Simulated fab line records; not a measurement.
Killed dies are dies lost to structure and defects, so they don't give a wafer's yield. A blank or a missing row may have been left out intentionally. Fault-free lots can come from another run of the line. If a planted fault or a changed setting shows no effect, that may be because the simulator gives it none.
fab line records ; flow n5Finfet
record lots=5; wafers=15; lastDay=17
route steps=1938 shown HKMG_FIN@449 BEOL_M4@1111
lots that met no fault: taken from a fault-free run of the same line
startH: hours from the record's first day to the start of the lot's first wafer shown ; waitH: how many hours have passed since the lot's step before this one ; " identical to the entry in the row above ; L1.1+2: a row that stands for several wafers ; - value missing, or start not given ; * or withheld: withheld ; < > ~ a bound
route shown NAME@n: names a module that has steps shown in the file, with the first one's number in the route ; usual: mean/standard deviation taken from wafers without a fault ; same: alike in all rows ; chamber/n: place in a boat ; sites: the reading at each site ; _std_site: their standard deviation ; _edge_site: outer sites' mean less inner sites' ; radiusMm: how far each site lies from the wafer's centre ; mask NAME#n: copy n ; behind: the most recent tool/chamber to have shaped the wafer ; hold: the reason the lot was held/the length of the hold in hours/how it ended ; device: which transistor (n, p or np) failed to switch ; end of line: tests run on the same wafers once the route is complete ; a step with no rows: only its recipe ; killed: not the wafer's yield, but the dies lost to structure and defects at the first sort ; map: shows each die of a wafer: x if killed, . if not, _ if none is there
set.NAME: the setting that was run; set.NAME@STEP: the one run at that earlier step ; model.NAME: the simulator's own value behind a step, which no gauge read
certain route steps with their lots: each step a table, each wafer a row
services: from which hour (startH, from the record's first day; less than 0 if before it) a tool's chamber was out of use, for how many hours, and why
## steps
# step N5_HKMG_FIN_ALD_71
# recipe material=TiN; targetThkA=10; tempC=400; aldPrecursorFamily=TiCl4; aldCoReactant=NH3; pulseTimeS=1; purgeTimeS=3; coReactantPurgeTimeS=2; coReactantPulseTimeS=2; aldCycles=47; pressureTorr=3
# step N5_HKMG_FIN_COAT_66
# recipe resist=SOC; tempC=250; timeS=60; spinRpm=1500; resistThkNm=300
# step N5_HKMG_FIN_ETCH_67
# recipe chemistry=N2/H2; target=SOC; targetDepthA=3889; stopOn=TiN; ionEnergyEv=100; biasW=61; pressureMtorr=30; sourceW=850; n2FlowSccm=200; h2FlowSccm=200
# usual drypumpMotorCurrentA=5.7/0.46; oesProductAu=0.81/0.074; rfVppV=240.7/1.3; showerheadPlenumPTorr=2.55/0.089; throttleValvePct=17.73/0.19
lot.wafer;tool;chamber;startH;waitH;drypumpMotorCurrentA;oesProductAu;rfHoursCounterH;rfVppV;showerheadPlenumPTorr;throttleValvePct
L691.3;rieDiel-02;3;106.58;-;4.7;0.86;43;240.7;2.47;17.71
L691.5;rieDiel-02;1;106.58;-;5.6;0.87;-;240.9;2.59;17.43
L691.6;rieDiel-02;2;106.58;-;5.7;0.84;-;241.3;2.71;17.67
L694.1;rieDiel-02;1;121.80;-;5.6;0.86;41;241.5;2.59;17.44
L694.4;rieDiel-02;3;121.80;-;4.8;0.84;51;239.8;2.47;17.72
L694.6;rieDiel-02;3;121.80;-;4.8;0.84;-;239.7;2.47;17.73
L703.1;rieDiel-01;0;176.04;-;6.1;0.71;228;239.4;2.41;18.04
L703.2;rieDiel-01;1;176.04;-;5.3;0.69;218;241.4;2.52;18.01
L703.4;rieDiel-01;3;176.04;-;5.7;0.85;-;240.9;2.47;17.71
L705.2;rieDiel-01;0;188.31;-;6.1;0.71;233;239.1;2.41;18.06
L705.4;rieDiel-01;1;188.31;-;5.3;0.68;222;241.8;2.52;18.01
L705.5;rieDiel-01;1;188.31;-;5.3;0.68;-;240.6;2.52;18.00
L709.3;rieDiel-02;3;210.62;-;4.8;0.81;86;238.5;2.45;17.79
L709.4;rieDiel-02;0;210.62;-;5.8;0.83;54;240.8;2.60;17.58
L709.5;rieDiel-02;1;210.62;-;5.6;0.81;-;241.1;2.57;17.51
# step N5_HKMG_FIN_STRIP_90
# recipe chemistry=N2/H2; material=SOC; timeS=20; powerW=500; tempC=40; pressureMtorr=50; rfFrequencyHz=6e+07; biasPowerW=8; h2Frac=0.5; n2FlowSccm=300; h2FlowSccm=300
# usual drypumpMotorCurrentA=5.7/0.46; oesProductAu=0.82/0.075; rfVppV=54.1/0.8; showerheadPlenumPTorr=3.36/0.11; throttleValvePct=18.80/0.29
lot.wafer;tool;chamber;startH;waitH;drypumpMotorCurrentA;oesProductAu;rfHoursCounterH;rfVppV;showerheadPlenumPTorr;throttleValvePct
L691.3;rieDiel-02;3;106.64;0.0;4.8;0.86;43;55.1;3.27;18.64
L691.5;rieDiel-02;1;106.64;0.0;5.6;0.90;-;53.7;3.42;18.33
L691.6;rieDiel-02;2;106.64;0.0;5.8;0.86;-;55.8;3.57;18.90
L694.1;rieDiel-02;1;121.86;0.0;5.6;0.89;41;53.7;3.42;18.34
L694.4;rieDiel-02;3;121.86;0.0;4.8;0.86;51;54.0;3.26;18.66
L694.6;rieDiel-02;3;121.86;0.0;4.8;0.85;-;55.1;3.26;18.65
L703.1;rieDiel-01;0;176.10;0.0;6.1;0.72;229;53.8;3.19;19.20
L703.2;rieDiel-01;1;176.10;0.0;5.3;0.69;218;53.9;3.33;19.29
L703.4;rieDiel-01;3;176.10;0.0;5.8;0.85;-;53.9;3.27;18.79
L705.2;rieDiel-01;0;188.37;0.0;6.1;0.72;233;52.9;3.19;19.20
L705.4;rieDiel-01;1;188.37;0.0;5.4;0.69;222;55.0;3.33;19.28
L705.5;rieDiel-01;1;188.37;0.0;5.3;0.69;-;54.4;3.33;19.28
L709.3;rieDiel-02;3;210.68;0.0;4.8;0.81;86;53.0;3.25;18.71
L709.4;rieDiel-02;0;210.68;0.0;5.8;0.84;54;54.4;3.43;18.71
L709.5;rieDiel-02;1;210.68;0.0;5.6;0.83;-;54.0;3.40;18.38
# step N5_HKMG_FIN_WET_ETCH_73
# recipe chemistry=SC1; mix=1:2:40; tempC=50; timeS=42.3; targetDepthNm=1.3; dry=ipaMarangoni; rinseTimeS=30; rinseTempC=23
# step N5_HKMG_FIN_ETCHBACK_68
# recipe chemistry=Cl2/Ar; stopOn=HfO2; targetDepthA=5; pressureMtorr=10; icpW=600; biasW=60; Cl2_flow_sccm=40; Ar_flow_sccm=60
# step N5_HKMG_FIN_STRIP_69
# recipe chemistry=N2/H2; powerW=2500; tempC=300; h2Frac=0.65; timeS=360; pressureMtorr=withheld; n2FlowSccm=1750; h2FlowSccm=3250
# usual drypumpMotorCurrentA=5.7/0.51; heaterPowerW=424/12
lot.wafer;tool;chamber;startH;waitH;drypumpMotorCurrentA;heaterPowerW;rfHoursCounterH
L691.3;plasmaAsher-02;1;107.17;0.3;5.5;420;-
L691.5;plasmaAsher-02;0;107.17;0.3;6.4;429;-
L691.6;plasmaAsher-02;1;107.17;0.3;5.5;411;-
L694.1;plasmaAsher-02;1;122.16;0.1;5.4;411;96
L694.4;plasmaAsher-02;1;122.16;0.1;5.5;420;-
L694.6;plasmaAsher-02;0;122.16;0.1;6.4;432;-
L703.1;plasmaAsher-02;1;176.40;0.1;5.5;420;108
L703.2;plasmaAsher-02;0;176.40;0.1;6.4;420;108
L703.4;plasmaAsher-02;0;176.40;0.1;6.4;431;-
L705.2;plasmaAsher-02;0;188.67;0.1;6.4;435;111
L705.4;plasmaAsher-02;1;188.67;0.1;5.4;420;-
L705.5;plasmaAsher-02;1;188.67;0.1;5.5;413;-
L709.3;plasmaAsher-02;0;211.10;0.2;6.4;431;-
L709.4;plasmaAsher-02;1;211.10;0.2;5.5;417;-
L709.5;plasmaAsher-02;1;211.10;0.2;5.5;414;-
# step N5_HKMG_FIN_ALD_21
# recipe material=TiN; targetThkA=15; tempC=400; aldPrecursorFamily=TiCl4; aldCoReactant=NH3; pulseTimeS=1; purgeTimeS=3; coReactantPurgeTimeS=2; coReactantPulseTimeS=2; aldCycles=68; pressureTorr=3
# step N5_HKMG_FIN_ALD_72
# recipe material=W; targetThkA=20; tempC=300; pressureTorr=7.5; aldPrecursorFamily=WF6; aldCoReactant=B2H6; pulseTimeS=1; purgeTimeS=2; coReactantPurgeTimeS=2; coReactantPulseTimeS=3; aldCycles=7
# step N5_HKMG_FIN_W_FILL_22
# recipe material=W; targetThkA=600; tempC=400; pressureTorr=39.4; timeS=18.2
# usual heaterPowerW=770/130; throttleValvePct=19.8/0.83
lot.wafer;tool;chamber;startH;waitH;heaterPowerW;throttleValvePct
L691.3;cvdW-02;0;107.87;0.0;713;21.0
L691.5;cvdW-02;1;107.87;0.0;989;20.0
L691.6;cvdW-02;0;107.87;0.0;707;21.0
L694.1;cvdW-02;1;122.97;0.0;1026;19.7
L694.4;cvdW-02;1;122.97;0.0;1017;19.9
L694.6;cvdW-02;0;122.97;0.0;694;20.8
L703.1;cvdW-02;0;177.21;0.0;711;21.2
L703.2;cvdW-02;1;177.21;0.0;1006;20.2
L703.4;cvdW-02;0;177.21;0.0;695;21.5
L705.2;cvdW-01;1;189.48;0.0;783;19.9
L705.4;cvdW-01;0;189.48;0.0;656;19.0
L705.5;cvdW-01;0;189.48;0.0;667;18.7
L709.3;cvdW-01;0;211.79;0.0;665;18.6
L709.4;cvdW-01;1;211.79;0.0;786;19.7
L709.5;cvdW-01;0;211.79;0.0;659;19.0
# step N5_HKMG_FIN_PRECLEAN_83
# recipe chemistry=DIW; timeS=57.5; tempC=23
# step N5_HKMG_FIN_SRD_84
# recipe dryTimeS=32; dry=n2Spin; spinRpm=1500
# step N5_HKMG_FIN_CMP_23
# recipe stopOn=SiNx; tOverpolishS=10; postCmpClean=rinseOnly; downForcePsi=4; platenRpm=50.289; padVelocityMS=1.0006; targetThkNm=46.326
# usual headPressurePsi=4.000/0.0084; motorCurrentA=12.1/1.8; overpolishRunS=10.000/0.0088; platenRpm=50.29/0.037; timeToEndpointS=12.7/2.3
lot.wafer;tool;chamber;startH;waitH;headPressurePsi;motorCurrentA;overpolishRunS;platenRpm;timeToEndpointS
L691.3;cmp-04;1;107.97;0.0;4.004;12.5;10.012;50.30;11.9
L691.6;cmp-04;1;107.97;0.0;4.020;11.7;10.020;50.31;14.1
L691.5;cmp-04;2;107.97;0.0;4.000;12.5;10.000;50.29;12.1
L694.1;cmp-01;2;123.08;0.0;4.005;16.6;10.007;50.26;10.2
L694.4;cmp-01;0;123.08;0.0;3.988;12.9;9.996;50.29;14.9
L694.6;cmp-01;3;123.08;0.0;3.997;11.3;10.008;50.29;14.3
L703.1;cmp-04;0;177.32;0.0;3.993;11.2;9.988;50.33;11.7
L703.2;cmp-04;1;177.32;0.0;3.996;11.9;10.008;52.36;15.0
L703.4;cmp-04;3;177.32;0.0;4.002;10.7;10.004;50.36;14.4
L705.2;cmp-01;2;189.58;0.0;4.016;18.0;10.004;50.31;11.2
L705.4;cmp-01;3;189.58;0.0;4.002;10.8;10.000;50.18;10.6
L705.5;cmp-01;2;189.58;0.0;4.007;17.2;9.999;50.29;10.4
L709.4;cmp-01;0;211.89;0.0;4.015;11.8;9.994;50.29;12.6
L709.3;cmp-01;1;211.89;0.0;4.012;11.2;9.992;50.31;8.6
L709.5;cmp-01;1;211.89;0.0;4.006;11.4;9.992;50.27;7.0
# step N5_HKMG_FIN_CMP_94
# recipe stopOn=SiNx; postCmpClean=wDiluteNh4oh; tOverpolishS=4.7; downForcePsi=4; platenRpm=50.289; padVelocityMS=1.0006; targetThkNm=43.299
# usual headPressurePsi=4.001/0.008; motorCurrentA=12.0/1.8; platenRpm=50.28/0.034
lot.wafer;tool;chamber;startH;waitH;headPressurePsi;motorCurrentA;platenRpm
L691.3;cmp-04;1;108.45;0.4;3.995;12.2;50.33
L691.6;cmp-04;1;108.45;0.4;3.988;11.7;50.31
L691.5;cmp-04;2;108.45;0.4;4.004;12.6;50.26
L694.1;cmp-01;2;123.56;0.4;4.001;17.1;50.27
L694.4;cmp-01;0;123.56;0.4;3.998;11.9;50.27
L694.6;cmp-01;3;123.56;0.4;4.004;10.4;50.29
L703.1;cmp-04;0;177.80;0.4;3.998;11.5;50.32
L703.2;cmp-04;1;177.80;0.4;3.998;12.1;50.31
L703.4;cmp-04;3;177.80;0.4;3.993;10.4;50.32
L705.2;cmp-01;2;190.06;0.4;3.993;16.8;50.33
L705.4;cmp-01;3;190.06;0.4;4.013;10.7;50.38
L705.5;cmp-01;2;190.06;0.4;3.985;17.6;50.25
L709.4;cmp-01;0;212.37;0.4;4.001;12.3;50.23
L709.3;cmp-01;1;212.37;0.4;4.003;11.1;50.30
L709.5;cmp-01;1;212.37;0.4;4.001;11.3;50.30
# step N5_BEOL_M4_RC_MEAS_101
# usual DIBL_N=36.1/1.5; DIBL_P=36.1/1.9; IOFF_N=0.159/0.029; IOFF_P=0.21/0.038; ION_N=675/11; ION_P=464/8.1; SS_N=71.5/0.57; SS_P=73.3/0.64; VT_N=249/3.1; VT_P=-250/3.8
lot.wafer;tool;chamber;startH;waitH;DIBL_N[mV/V];DIBL_P[mV/V];IOFF_N[nA/um];IOFF_P[nA/um];ION_N[uA/um];ION_P[uA/um];SS_N[mV/dec];SS_P[mV/dec];VT_N[mV];VT_P[mV]
L691.3;prober-02;0;193.20;0.4;33.5;33.5;0.125;0.17;664;457;71.5;72.7;251;-256
L691.5;prober-02;0;193.20;0.4;35.7;34.8;0.148;0.19;676;462;71.3;73.4;252;-253
L691.6;prober-02;0;193.20;0.4;32.4;32.2;0.111;0.16;666;458;70.1;72.4;253;-253
L694.1;prober-01;0;201.14;0.0;33.2;32.1;0.116;0.15;665;456;70.8;72.6;253;-255
L694.4;prober-01;0;201.14;0.0;35.0;34.2;0.127;0.17;653;446;70.1;72.8;252;-253
L694.6;prober-01;0;201.14;0.0;33.6;32.7;0.116;0.15;658;450;70.3;72.0;256;-255
L703.1;prober-01;0;266.33;0.0;34.7;34.6;0.135;0.19;668;461;70.5;72.9;250;-252
L703.2;prober-01;0;266.33;0.0;37.2;38.2;0.185;0.26;678;470;71.8;73.7;246;-247
L703.4;prober-01;0;266.33;0.0;34.4;33.9;0.128;0.19;657;456;70.9;73.0;254;-251
L705.2;prober-01;0;274.21;0.2;34.7;36.8;0.152;0.21;679;465;71.5;73.2;249;-249
L705.4;prober-01;0;274.21;0.2;37.4;40.7;0.218;0.29;696;479;72.7;74.3;245;-247
L705.5;prober-01;0;274.21;0.2;35.5;37.2;0.162;0.22;684;468;71.3;72.6;248;-247
L709.3;prober-02;0;306.34;0.3;36.7;36.3;0.176;0.27;684;475;70.9;73.5;246;-244
L709.4;prober-02;0;306.34;0.3;35.1;35.1;0.153;0.27;675;482;70.9;73.0;249;-242
L709.5;prober-02;0;306.34;0.3;37.2;36.5;0.166;0.28;673;471;72.3;73.6;251;-243
## services
tool;chamber;startH;hours;kind
rieDiel-02;2;92.12;3.4;repair
cmp-04;-;114.69;1.4;repair
cmp-04;-;122.01;12.8;pm
plasmaAsher-02;-;134.73;1.1;repair
cmp-04;-;136.94;7.0;pm
cvdW-01;0;138.30;4.5;repair
rieDiel-02;0;145.20;4.2;repair
rieDiel-01;2;155.86;-;clean
rieDiel-01;2;155.86;-;consumableReplace:focusRing
rieDiel-01;2;155.86;24.8;scheduledDown
rieDiel-01;2;155.86;24.8;ventCycle
cmp-01;-;160.58;1.5;repair
cmp-04;-;164.11;1.0;repair
cmp-01;-;179.65;4.0;pm
cmp-04;-;182.35;0.4;repair
cmp-01;-;183.65;-;consumableReplace:conditioner
cmp-01;-;183.65;-;consumableReplace:pad
cvdW-02;-;189.66;2.8;pm
cmp-04;-;189.92;0.3;repair
cmp-01;-;202.18;2.4;repair
cmp-04;-;203.12;2.8;repair
## key
firstSign step=N5_HKMG_FIN_CMP_23; reading=platenRpm; direction=up; sigmas=56; usual=50.29; struck=52.36
effect none on later readings
metAt N5_HKMG_FIN_CMP_23
struckWafers L703.2
baselineLoss step=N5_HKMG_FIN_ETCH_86; wafers=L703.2
onsetBetween 107.97 177.32
fault kind=processParameterDrift; tool=cmp-04; chamber=1; onsetH=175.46; steps=N5_HKMG_FIN_CMP_23; channel=platenRpm; offset=2.0116; shape=step; endH=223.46; actsIn=theseRecipesOnly; stated=50.289
# baselineLoss: these wafers lose ten dies or more at that step, a loss of the line's own and not of a fault; the sort's usual values leave them out
